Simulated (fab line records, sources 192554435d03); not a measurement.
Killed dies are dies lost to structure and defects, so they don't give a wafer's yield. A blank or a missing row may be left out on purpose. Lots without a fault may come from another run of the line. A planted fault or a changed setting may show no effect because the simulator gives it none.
A struck lot beside a sound one | flow n5_finfet | 19 steps out of a route of 1938
Sound: wafers L247.2, L247.3, L247.5. Struck: wafers L256.1, L256.5, L256.6. The cause comes at the end.
At each step with rows: each side's tool, then ch and its chambers, then its first start. Under that, the readings that differ: sound wafers | struck wafers | difference of the means | sigmas: that difference in standard deviations of wafers without a fault.
alike: readings whose means differ by less than 2 such deviations, and words and numbers that are the same on both sides. not compared: withheld readings, readings that some wafer has no value for, bounds like >300 that may hide the same value, and numbers for which the record gives no deviation and whose values overlap.
The two part at a step that has a row with sigmas, a row that says differs or no value, or rows on one side only. Numbers that don't overlap but have no deviation are shown without sigmas and don't part them. A reading that every wafer of one side lacks parts them only if that side has two wafers or more.

first, 8 steps without rows for these wafers: N5_FIN_SAQP_STRIP_77 (strips in N2/H2, time 90 s); N5_FIN_SAQP_ETCH_64 (etches SiO2 in CF4, target depth 1.5 nm); N5_FIN_SAQP_FIN_ETCH_36 (etches the open film in HBr/Cl2/O2, target depth 120 nm, time 50.4 s); N5_FIN_SAQP_PRECLEAN_38 (cleans in O3/DIW, time 45 s); N5_FIN_SAQP_PRECLEAN_45 (cleans in dHF, time 10 s); N5_FIN_SAQP_SRD_39 (time 30 s); N5_FIN_CUT_COAT_18 (time 60 s, resist thk 230 nm); N5_FIN_CUT_COAT_19 (time 60 s, resist thk 20 nm).
N5_FIN_CUT_COAT_29: time 60 s, resist thk 10 nm.
  sound on litho_track-04 ch 0, day 4 15:13; struck on litho_track-04 ch 0, day 6 17:29
  reading                | sound                | struck               | difference | sigmas
  chill_plate_temp_C (C) | 23.03 23.16 23.13    | 22.78 22.72 22.93    | -0.30      | -3
  spin_speed_rpm (rpm)   | 1499.8 1499.8 1500.3 | 1553.3 1553.6 1552.5 | +53.2      | +57
then, 7 steps without rows for these wafers: N5_FIN_CUT_COAT_02 (resist thk 30 nm); N5_FIN_CUT_EBR_04; N5_FIN_CUT_SOFTBAKE_03 (time 60 s); N5_FIN_CUT_EXPOSE_05 (exposes mask FIN CUT); N5_FIN_CUT_PEB_06 (peb time 60 s); N5_FIN_CUT_DEVELOP_07 (develop time 30 s); N5_FIN_CUT_DESCUM_13 (chemistry O2, time 7 s).
N5_FIN_CUT_ETCH_30: etches underlayer in N2/H2, target depth 13 nm, time 10.4 s.
  sound on rie_diel-06 ch 1,2, day 4 15:39; struck on rie_diel-05 ch 0,3, day 6 18:06
  reading                     | sound             | struck            | difference | sigmas
  drypump_motor_current_A (A) | 5.2 5.6 5.2       | 6.4 6.1 6.4       | +1.0       | +3
  throttle_valve_pct (%)      | 17.62 17.95 17.62 | 18.46 18.05 18.45 | +0.59      | +2
  model.etch.depth_nm (nm)    | 10.02 9.994 9.992 | 9.874 9.861 9.838 | -0.144     |
  alike: chamber_pressure_mTorr, etch_rf_on_time_s, oes_product_au, rf_vpp_V, showerhead_plenum_p_Torr
  not compared: rf_hours_counter_h
then, 1 step without rows for these wafers: N5_FIN_CUT_ETCH_20 (etches SiARC in CF4, target depth 26 nm, time 43.3 s).
-- the record jumps here: 6 days lie between the struck wafers' starts before and after (it left off in module FIN_CUT and takes up again in module BEOL_M4, whose first step shown is number 1111 of the route) --
N5_BEOL_M4_RC_MEAS_101:
  sound on prober-02 ch 0, day 10 15:18; struck on prober-01 ch 0, day 12 10:23
  reading        | sound          | struck         | difference | sigmas
  IOFF_P (nA/um) | 0.22 0.24 0.26 | 0.19 0.15 0.15 | -0.08      | -2
  VT_P (mV)      | -247 -247 -245 | -254 -256 -256 | -9         | -3
  alike: DIBL_N, DIBL_P, IOFF_N, ION_N, ION_P, SS_N, SS_P, VT_N

WHERE THEY PART
First at N5_FIN_CUT_COAT_29; last, within this record, at N5_BEOL_M4_RC_MEAS_101.

WHY: what the simulator had put in
Process parameter drift: litho_track-04, from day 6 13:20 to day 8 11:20, at N5_FIN_CUT_COAT_29. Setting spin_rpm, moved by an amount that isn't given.
